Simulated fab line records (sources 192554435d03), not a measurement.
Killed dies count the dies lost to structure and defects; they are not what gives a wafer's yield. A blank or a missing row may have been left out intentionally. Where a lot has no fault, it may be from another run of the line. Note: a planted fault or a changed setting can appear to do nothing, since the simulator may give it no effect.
Which tool was responsible? :: flow n5_finfet :: 27 wafers from 9 lots sampled at 5 of the route's 1938 steps

## WHAT THE GAUGES READ, wafer by wafer
N5_SDB_THK_MEAS_31. Usual: SDB_THK gives 64.3 nm (standard deviation 1.3).
lot: L640
measured: day 4 11:09
on: film_metro-01
SDB_THK (nm): 66.7 66.6 64.6
flag: 

lot: L641
measured: day 4 17:05
on: film_metro-01
SDB_THK (nm): 64.9 62.1 63.5
flag: 

lot: L642
measured: day 5 03:44
on: film_metro-02
SDB_THK (nm): 63.9 62.9 63.0
flag: 

lot: L649
measured: day 6 15:40
on: film_metro-01
SDB_THK (nm): 65.0 63.3 64.5
flag: 

lot: L651
measured: day 7 07:43
on: film_metro-01
SDB_THK (nm): 64.9 65.7 64.6
flag: 

lot: L652
measured: day 7 11:11
on: film_metro-01
SDB_THK (nm): 66.3 64.0 67.8
flag: 

lot: L653
measured: day 7 15:47
on: film_metro-01
SDB_THK (nm): 65.0 62.1 64.2
flag: 

lot: L658
measured: day 8 21:08
on: film_metro-02
SDB_THK (nm): 66.2 65.2 64.1
flag: 

lot: L661
measured: day 9 18:12
on: film_metro-02
SDB_THK (nm): 64.4 64.7 63.1
flag: 

N5_BEOL_M4_RC_MEAS_101. Usual: DIBL_N 36.4 mV/V, standard deviation 1.7; DIBL_P 36.4 mV/V, standard deviation 2.1; IOFF_N 0.16 nA/um, standard deviation 0.035; IOFF_P 0.21 nA/um, standard deviation 0.035; ION_N 680 uA/um, standard deviation 11; ION_P 465 uA/um, standard deviation 6.8; SS_N 71.5 mV/dec, standard deviation 0.58; SS_P 73.2 mV/dec, standard deviation 0.72; VT_N 249 mV, standard deviation 3.6; VT_P -250 mV, standard deviation 3.1.
lot: L640
measured: day 8 13:37
on: prober-01
DIBL_N (mV/V): 36.0 35.2 37.9
DIBL_P (mV/V): 37.7 36.5 39.5
IOFF_N (nA/um): 0.17 0.16 0.22
IOFF_P (nA/um): 0.24 0.22 0.28
ION_N (uA/um): 685 686 693
ION_P (uA/um): 469 471 476
SS_N (mV/dec): 71.2 71.3 72.1
SS_P (mV/dec): 73.6 73.5 74.4
VT_N (mV): 248 249 247
VT_P (mV): -250 -250 -246
flag: 

lot: L641
measured: day 8 23:29
on: prober-01
DIBL_N (mV/V): 35.5 36.5 34.6
DIBL_P (mV/V): 36.7 37.4 35.5
IOFF_N (nA/um): 0.17 0.20 0.16
IOFF_P (nA/um): 0.22 0.23 0.19
ION_N (uA/um): 701 691 686
ION_P (uA/um): 472 463 464
SS_N (mV/dec): 71.6 71.4 71.5
SS_P (mV/dec): 73.9 73.5 73.5
VT_N (mV): 246 246 250
VT_P (mV): -246 -246 -251
flag: 

lot: L642
measured: day 9 21:58
on: prober-02
DIBL_N (mV/V): 35.7 34.6 36.0
DIBL_P (mV/V): 37.8 35.9 37.8
IOFF_N (nA/um): 0.17 0.14 0.18
IOFF_P (nA/um): 0.19 0.17 0.20
ION_N (uA/um): 678 662 680
ION_P (uA/um): 457 451 459
SS_N (mV/dec): 71.7 71.5 71.9
SS_P (mV/dec): 73.8 73.2 74.4
VT_N (mV): 250 252 247
VT_P (mV): -254 -256 -251
flag: 

lot: L649
measured: day 10 17:04
on: prober-02
DIBL_N (mV/V): 37.5 37.0 38.2
DIBL_P (mV/V): 39.5 37.7 39.3
IOFF_N (nA/um): 0.18 0.16 0.19
IOFF_P (nA/um): 0.23 0.20 0.22
ION_N (uA/um): 680 662 677
ION_P (uA/um): 463 456 458
SS_N (mV/dec): 71.6 71.4 71.7
SS_P (mV/dec): 74.5 73.6 74.7
VT_N (mV): 249 250 247
VT_P (mV): -249 -251 -249
flag: 

lot: L651
measured: day 11 12:10
on: prober-02
DIBL_N (mV/V): 38.0 34.5 38.1
DIBL_P (mV/V): 36.6 33.9 37.7
IOFF_N (nA/um): 0.19 0.13 0.20
IOFF_P (nA/um): 0.25 0.21 0.28
ION_N (uA/um): 695 676 695
ION_P (uA/um): 473 473 474
SS_N (mV/dec): 72.4 70.4 72.4
SS_P (mV/dec): 73.9 72.5 74.1
VT_N (mV): 243 250 244
VT_P (mV): -244 -250 -244
flag: 

lot: L652
measured: day 11 16:40
on: prober-01
DIBL_N (mV/V): 34.4 36.8 37.4
DIBL_P (mV/V): 34.9 37.8 38.2
IOFF_N (nA/um): 0.12 0.15 0.16
IOFF_P (nA/um): 0.16 0.20 0.20
ION_N (uA/um): 665 668 682
ION_P (uA/um): 453 456 465
SS_N (mV/dec): 69.9 71.1 71.3
SS_P (mV/dec): 72.7 73.4 73.6
VT_N (mV): 255 254 253
VT_P (mV): -258 -252 -254
flag: 

lot: L653
measured: day 11 20:44
on: prober-02
DIBL_N (mV/V): 34.3 32.1 35.0
DIBL_P (mV/V): 33.7 33.2 36.9
IOFF_N (nA/um): 0.13 0.11 0.15
IOFF_P (nA/um): 0.17 0.17 0.20
ION_N (uA/um): 657 669 663
ION_P (uA/um): 460 466 458
SS_N (mV/dec): 71.6 70.7 71.1
SS_P (mV/dec): 72.2 72.4 73.0
VT_N (mV): 254 252 249
VT_P (mV): -251 -253 -249
flag: 

lot: L658
measured: day 13 14:23
on: prober-01
DIBL_N (mV/V): 36.7 35.4 35.4
DIBL_P (mV/V): 38.0 35.9 36.5
IOFF_N (nA/um): 0.19 0.17 0.18
IOFF_P (nA/um): 0.23 0.19 0.19
ION_N (uA/um): 681 684 690
ION_P (uA/um): 460 460 466
SS_N (mV/dec): 71.7 71.5 71.6
SS_P (mV/dec): 73.4 73.1 73.5
VT_N (mV): 245 246 248
VT_P (mV): -249 -253 -254
flag: 

lot: L661
measured: day 13 21:46
on: prober-01
DIBL_N (mV/V): 36.0 34.6 38.6
DIBL_P (mV/V): 36.2 33.8 39.1
IOFF_N (nA/um): 0.16 0.12 0.21
IOFF_P (nA/um): 0.23 0.19 0.28
ION_N (uA/um): 678 665 692
ION_P (uA/um): 470 464 469
SS_N (mV/dec): 71.7 71.1 72.3
SS_P (mV/dec): 72.8 72.1 74.4
VT_N (mV): 248 252 247
VT_P (mV): -249 -251 -247
flag: 

## EACH LOT AND THE TOOL THAT RAN IT (in order: tool; ch and the chambers of the sampled wafers; start)
lot: L640
N5_SDB_HM_OPEN_20: rie_diel-04 ch 1,3, day 4 07:33
N5_SDB_CMP_30: cmp-01 ch 0,2, day 4 10:51
N5_DUMMY_REMOVAL_HM_STRIP_01: rie_diel-03 ch 1,3, day 4 11:15

lot: L641
N5_SDB_HM_OPEN_20: rie_diel-01 ch 0,1,3, day 4 13:20
N5_SDB_CMP_30: cmp-02 ch 0,3, day 4 16:50
N5_DUMMY_REMOVAL_HM_STRIP_01: rie_diel-05 ch 0,2,3, day 4 17:14

lot: L642
N5_SDB_HM_OPEN_20: rie_diel-01 ch 1,2, day 4 23:49
N5_SDB_CMP_30: cmp-01 ch 1,2,3, day 5 03:26
N5_DUMMY_REMOVAL_HM_STRIP_01: rie_diel-05 ch 1,3, day 5 03:47

lot: L649
N5_SDB_HM_OPEN_20: rie_diel-04 ch 0,2, day 6 11:44
N5_SDB_CMP_30: cmp-02 ch 0,2, day 6 15:25
N5_DUMMY_REMOVAL_HM_STRIP_01: rie_diel-03 ch 0,1, day 6 15:49

lot: L651
N5_SDB_HM_OPEN_20: rie_diel-01 ch 0,1,3, day 7 04:07
N5_SDB_CMP_30: cmp-03 ch 0,3, day 7 07:28
N5_DUMMY_REMOVAL_HM_STRIP_01: rie_diel-03 ch 0,3, day 7 07:47

lot: L652
N5_SDB_HM_OPEN_20: rie_diel-01 ch 0,3, day 7 07:29
N5_SDB_CMP_30: cmp-02 ch 1,2,3, day 7 11:00
N5_DUMMY_REMOVAL_HM_STRIP_01: rie_diel-03 ch 0,2,3, day 7 11:16

lot: L653
N5_SDB_HM_OPEN_20: rie_diel-02 ch 0,1,2, day 7 12:12
N5_SDB_CMP_30: cmp-02 ch 0,1,3, day 7 15:32
N5_DUMMY_REMOVAL_HM_STRIP_01: rie_diel-05 ch 0,1,3, day 7 16:04

lot: L658
N5_SDB_HM_OPEN_20: rie_diel-04 ch 0,2,3, day 8 17:22
N5_SDB_CMP_30: cmp-03 ch 0,1,3, day 8 20:55
N5_DUMMY_REMOVAL_HM_STRIP_01: rie_diel-05 ch 1,2,3, day 8 21:12

lot: L661
N5_SDB_HM_OPEN_20: rie_diel-01 ch 0,1,3, day 9 14:28
N5_SDB_CMP_30: cmp-01 ch 2,3, day 9 17:56
N5_DUMMY_REMOVAL_HM_STRIP_01: rie_diel-03 ch 0,2, day 9 18:17
- N5_SDB_HM_OPEN_20: chemistry CH3F/O2, target SiNx, stops on poly-Si, target depth 24 nm.
- N5_SDB_CMP_30: polishes, stops on poly-Si, t overpolish 1.54 s, target thk 30 nm.
- N5_DUMMY_REMOVAL_HM_STRIP_01: strips SiNx in CH3F/O2, stops on poly-Si, target depth 4 nm, time 6.8 s.

## AS READ BY THE TOOLS THEMSELVES (means over the sampled wafers that have a number; for cases with no such wafer, the mark the record gives instead)
N5_SDB_HM_OPEN_20. Usual: drypump_motor_current_A 5.8 A, standard deviation 0.55; mfc_ar_sccm 150.1 sccm, standard deviation 0.48; oes_product_au 0.65 a.u., standard deviation 0.056; rf_vpp_V 296 V, standard deviation 5.4; showerhead_plenum_p_Torr 2.00 Torr, standard deviation 0.056; throttle_valve_pct 16.38 %, standard deviation 0.29.
lot: L640
tool: rie_diel-04
drypump_motor_current_A (A): 5.5
mfc_ar_sccm (sccm): 150.1
oes_product_au (a.u.): 0.63
rf_vpp_V (V): 300
showerhead_plenum_p_Torr (Torr): 1.95
throttle_valve_pct (%): 16.54
flag: 

lot: L641
tool: rie_diel-01
drypump_motor_current_A (A): 5.7
mfc_ar_sccm (sccm): 149.9
oes_product_au (a.u.): 0.73
rf_vpp_V (V): 293
showerhead_plenum_p_Torr (Torr): 2.05
throttle_valve_pct (%): 16.11
flag: 

lot: L642
tool: rie_diel-01
drypump_motor_current_A (A): 5.4
mfc_ar_sccm (sccm): 149.9
oes_product_au (a.u.): 0.68
rf_vpp_V (V): 298
showerhead_plenum_p_Torr (Torr): 2.02
throttle_valve_pct (%): 16.23
flag: 

lot: L649
tool: rie_diel-04
drypump_motor_current_A (A): 6.6
mfc_ar_sccm (sccm): 149.7
oes_product_au (a.u.): 0.64
rf_vpp_V (V): 297
showerhead_plenum_p_Torr (Torr): 1.92
throttle_valve_pct (%): 16.46
flag: 

lot: L651
tool: rie_diel-01
drypump_motor_current_A (A): 5.7
mfc_ar_sccm (sccm): 150.5
oes_product_au (a.u.): 0.69
rf_vpp_V (V): 293
showerhead_plenum_p_Torr (Torr): 2.04
throttle_valve_pct (%): 16.15
flag: 

lot: L652
tool: rie_diel-01
drypump_motor_current_A (A): 5.6
mfc_ar_sccm (sccm): 149.9
oes_product_au (a.u.): 0.71
rf_vpp_V (V): 289
showerhead_plenum_p_Torr (Torr): 2.04
throttle_valve_pct (%): 16.18
flag: 

lot: L653
tool: rie_diel-02
drypump_motor_current_A (A): 6.0
mfc_ar_sccm (sccm): 150.5
oes_product_au (a.u.): 0.59
rf_vpp_V (V): 299
showerhead_plenum_p_Torr (Torr): 2.04
throttle_valve_pct (%): 16.53
flag: 

lot: L658
tool: rie_diel-04
drypump_motor_current_A (A): 6.1
mfc_ar_sccm (sccm): 149.4
oes_product_au (a.u.): 0.64
rf_vpp_V (V): 296
showerhead_plenum_p_Torr (Torr): 1.92
throttle_valve_pct (%): 16.42
flag: 

lot: L661
tool: rie_diel-01
drypump_motor_current_A (A): 5.6
mfc_ar_sccm (sccm): 150.0
oes_product_au (a.u.): 0.68
rf_vpp_V (V): 294
showerhead_plenum_p_Torr (Torr): 2.04
throttle_valve_pct (%): 16.19
flag: 

N5_SDB_CMP_30. Usual: head_pressure_psi 4.149 psi, standard deviation 0.0099; motor_current_A 12.3 A, standard deviation 1.4; overpolish_run_s 1.540 s, standard deviation 0.0087; retaining_ring_pressure_frac 1.000, standard deviation 0.0047; slurry_flow_ml_min 150.0, standard deviation 0.48; time_to_endpoint_s 16.7 s, standard deviation 2.8.
lot: L640
tool: cmp-01
head_pressure_psi (psi): 4.154
motor_current_A (A): 13.5
overpolish_run_s (s): 1.542
retaining_ring_pressure_frac: 1.002
slurry_flow_ml_min: 150.0
time_to_endpoint_s (s): 19.1
flag: 

lot: L641
tool: cmp-02
head_pressure_psi (psi): 4.147
motor_current_A (A): 12.2
overpolish_run_s (s): 1.542
retaining_ring_pressure_frac: 1.005
slurry_flow_ml_min: 150.1
time_to_endpoint_s (s): 15.6
flag: 

lot: L642
tool: cmp-01
head_pressure_psi (psi): 4.150
motor_current_A (A): 12.2
overpolish_run_s (s): 1.542
retaining_ring_pressure_frac: 1.000
slurry_flow_ml_min: 149.2
time_to_endpoint_s (s): 19.6
flag: 

lot: L649
tool: cmp-02
head_pressure_psi (psi): 4.144
motor_current_A (A): 13.6
overpolish_run_s (s): 1.540
retaining_ring_pressure_frac: 1.001
slurry_flow_ml_min: 149.5
time_to_endpoint_s (s): 16.2
flag: 

lot: L651
tool: cmp-03
head_pressure_psi (psi): 4.153
motor_current_A (A): 11.4
overpolish_run_s (s): 1.543
retaining_ring_pressure_frac: 1.005
slurry_flow_ml_min: 150.2
time_to_endpoint_s (s): 14.8
flag: 

lot: L652
tool: cmp-02
head_pressure_psi (psi): 3.018
motor_current_A (A): 10.4
overpolish_run_s (s): 1.534
retaining_ring_pressure_frac: 0.995
slurry_flow_ml_min: 150.2
time_to_endpoint_s (s): 19.9
flag: OFF

lot: L653
tool: cmp-02
head_pressure_psi (psi): 3.024
motor_current_A (A): 10.3
overpolish_run_s (s): 1.550
retaining_ring_pressure_frac: 0.999
slurry_flow_ml_min: 149.6
time_to_endpoint_s (s): 20.7
flag: OFF

lot: L658
tool: cmp-03
head_pressure_psi (psi): 4.145
motor_current_A (A): 10.9
overpolish_run_s (s): 1.546
retaining_ring_pressure_frac: 1.003
slurry_flow_ml_min: 150.0
time_to_endpoint_s (s): 19.6
flag: 

lot: L661
tool: cmp-01
head_pressure_psi (psi): 4.150
motor_current_A (A): 12.1
overpolish_run_s (s): 1.535
retaining_ring_pressure_frac: 0.996
slurry_flow_ml_min: 150.4
time_to_endpoint_s (s): 14.9
flag: 

N5_DUMMY_REMOVAL_HM_STRIP_01. Usual: drypump_motor_current_A 5.42 A, standard deviation 0.3; mfc_ar_sccm 150.0 sccm, standard deviation 0.44; oes_product_au 0.62 a.u., standard deviation 0.066; rf_vpp_V 127.8 V, standard deviation 0.99; showerhead_plenum_p_Torr 2.03 Torr, standard deviation 0.06; throttle_valve_pct 16.33 %, standard deviation 0.24.
lot: L640
tool: rie_diel-03
drypump_motor_current_A (A): 5.24
mfc_ar_sccm (sccm): 150.3
oes_product_au (a.u.): 0.66
rf_vpp_V (V): 127.5
showerhead_plenum_p_Torr (Torr): 2.11
throttle_valve_pct (%): 16.37
flag: 

lot: L641
tool: rie_diel-05
drypump_motor_current_A (A): 5.36
mfc_ar_sccm (sccm): 149.9
oes_product_au (a.u.): 0.58
rf_vpp_V (V): 127.8
showerhead_plenum_p_Torr (Torr): 2.04
throttle_valve_pct (%): 16.47
flag: 

lot: L642
tool: rie_diel-05
drypump_motor_current_A (A): 5.36
mfc_ar_sccm (sccm): 150.1
oes_product_au (a.u.): 0.69
rf_vpp_V (V): 127.2
showerhead_plenum_p_Torr (Torr): 1.99
throttle_valve_pct (%): 16.15
flag: 

lot: L649
tool: rie_diel-03
drypump_motor_current_A (A): 5.72
mfc_ar_sccm (sccm): 150.3
oes_product_au (a.u.): 0.62
rf_vpp_V (V): 127.9
showerhead_plenum_p_Torr (Torr): 2.04
throttle_valve_pct (%): 16.16
flag: 

lot: L651
tool: rie_diel-03
drypump_motor_current_A (A): 5.41
mfc_ar_sccm (sccm): 150.2
oes_product_au (a.u.): 0.57
rf_vpp_V (V): 128.6
showerhead_plenum_p_Torr (Torr): 2.03
throttle_valve_pct (%): 16.45
flag: 

lot: L652
tool: rie_diel-03
drypump_motor_current_A (A): 5.46
mfc_ar_sccm (sccm): 150.0
oes_product_au (a.u.): 0.57
rf_vpp_V (V): 127.5
showerhead_plenum_p_Torr (Torr): 2.00
throttle_valve_pct (%): 16.40
flag: 

lot: L653
tool: rie_diel-05
drypump_motor_current_A (A): 5.26
mfc_ar_sccm (sccm): 150.1
oes_product_au (a.u.): 0.64
rf_vpp_V (V): 127.5
showerhead_plenum_p_Torr (Torr): 2.00
throttle_valve_pct (%): 16.30
flag: 

lot: L658
tool: rie_diel-05
drypump_motor_current_A (A): 5.50
mfc_ar_sccm (sccm): 150.2
oes_product_au (a.u.): 0.70
rf_vpp_V (V): 128.4
showerhead_plenum_p_Torr (Torr): 2.00
throttle_valve_pct (%): 16.08
flag: 

lot: L661
tool: rie_diel-03
drypump_motor_current_A (A): 5.71
mfc_ar_sccm (sccm): 149.8
oes_product_au (a.u.): 0.57
rf_vpp_V (V): 127.5
showerhead_plenum_p_Torr (Torr): 1.98
throttle_valve_pct (%): 16.27
flag: 

## THE ANSWER, worked out from the rows above alone
Rule: lot off if the mean of its wafers having a number is beyond 3 standard deviations from the usual mean. A lot without any number at a reading at which 4 lots or more have one is off too. Any other lot the step has rows for is counted as sound. First the gauges in route order, then the tools' own readings, where a lot's mean is used as printed above. The first step at which some lot is off is used, and at that step the reading that is off furthest; a lot without a number counts as furthest.
Off at N5_SDB_CMP_30 (head_pressure_psi): L652, L653.
A tool fits if, at that step or a process step before it, it ran every lot that is off, and no sound lot after the first of them. One fits: N5_SDB_CMP_30 on cmp-02. A fault onset in the window from L649 (day 6 15:25, its last sound lot) to L652 (day 7 11:00, its first lot off) fits.
The tool's own readings at N5_SDB_CMP_30 bear it out: on the lots that are off they differ by more than 5 times the standard deviation of the sound lots' means. head_pressure_psi reads 3.021 psi there against 4.149 psi on the sound lots.

## WHAT THE SIMULATOR HAD PUT IN
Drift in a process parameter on cmp-02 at N5_SDB_CMP_30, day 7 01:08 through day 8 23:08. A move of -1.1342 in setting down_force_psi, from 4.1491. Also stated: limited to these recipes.
Lots struck among those shown: L652, L653. The same result came from the rule above.
